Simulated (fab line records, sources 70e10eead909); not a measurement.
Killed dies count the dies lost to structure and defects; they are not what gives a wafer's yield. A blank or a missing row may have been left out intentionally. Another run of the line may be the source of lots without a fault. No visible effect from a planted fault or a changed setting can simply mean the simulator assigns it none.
Matching of chambers ; flow nandHarc ; rieDiel-05 running NHARC_P_ZERO_WELL_DESCUM_39: 4 sister chambers
The step chemistry O2, time 3 s. 24 wafers are shown with their chamber, then 12 later ones without.

EACH WAFER AND ITS CHAMBER
wafer;chamber;drypumpMotorCurrentA (A);showerheadPlenumPTorr (Torr);oesProductAu (a.u.)
L074.4;3;5.8;1.99;0.979
L074.5;0;4.7;1.77;0.984
L074.6;1;4.7;1.93;0.987
L078.1;3;5.7;1.98;1.019
L078.4;0;4.6;2.08;1.000
L078.5;1;4.7;1.93;1.012
L082.1;1;4.7;1.93;1.000
L082.4;2;5.9;1.96;0.998
L082.6;3;5.8;1.98;1.014
L086.1;0;4.6;2.07;1.002
L086.3;3;5.7;1.98;1.016
L086.4;1;4.7;1.92;1.006
L087.4;2;5.9;1.95;0.989
L087.5;0;4.7;2.07;0.993
L087.6;1;4.7;1.92;1.007
L088.2;0;4.7;2.07;0.998
L088.4;2;5.9;1.95;0.997
L088.5;3;5.8;1.97;1.012
L089.2;1;4.7;1.92;1.010
L089.4;0;4.6;2.07;0.994
L089.6;1;4.8;1.92;1.014
L091.1;3;5.8;1.97;1.017
L091.2;0;4.7;2.06;0.983
L091.6;2;5.9;1.95;0.993

SIGNATURES (means of the wafers above)
reading;chamber 0;chamber 1;chamber 2;chamber 3;scatter within a chamber
drypumpMotorCurrentA;4.657;4.714;5.900;5.767;0.0442
showerheadPlenumPTorr;2.0271;1.9243;1.9525;1.9783;0.0624
oesProductAu;0.99343;1.00514;0.99425;1.00950;0.0101
Rule: distance of a wafer from a chamber = root of the sum over the readings of ((wafer's reading minus chamber's mean) / reading's scatter) squared. If the next closest chamber is less than 2 further off than the closest, the wafer can't be placed; otherwise it belongs to the closest. The scatter: the root of (the sum of the squares of (reading less its chamber's mean) over the shown wafers, divided by (wafers less chambers)).

WAFERS WHOSE CHAMBER IS MISSING
wafer;drypumpMotorCurrentA (A);showerheadPlenumPTorr (Torr);oesProductAu (a.u.)
L093.3;4.6;2.06;1.002
L093.4;5.8;1.97;1.020
L093.5;4.7;2.06;1.000
L094.1;4.7;1.92;1.008
L094.2;4.7;2.06;1.012
L094.6;4.7;1.92;1.006
L096.1;5.9;1.94;1.001
L096.3;4.7;1.92;1.002
L096.6;4.7;2.06;0.997
L097.3;4.7;1.91;1.001
L097.4;4.7;2.06;1.003
L097.6;5.9;1.94;1.008

WHICH CHAMBER EACH WENT THROUGH
wafer;from the rows above;in truth
L093.3;can't be placed: 0 or 1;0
L093.4;3;3
L093.5;can't be placed: 0 or 1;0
L094.1;1;1
L094.2;can't be placed: 0 or 1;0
L094.6;can't be placed: 1 or 0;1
L096.1;2;2
L096.3;can't be placed: 1 or 0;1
L096.6;can't be placed: 0 or 1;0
L097.3;can't be placed: 1 or 0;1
L097.4;can't be placed: 0 or 1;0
L097.6;can't be placed: 2 or 3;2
Placed correctly: 3 of 12. Cannot be placed on the basis of these rows: 9; the candidates contain the true chamber in 9. 0 placed wrongly.
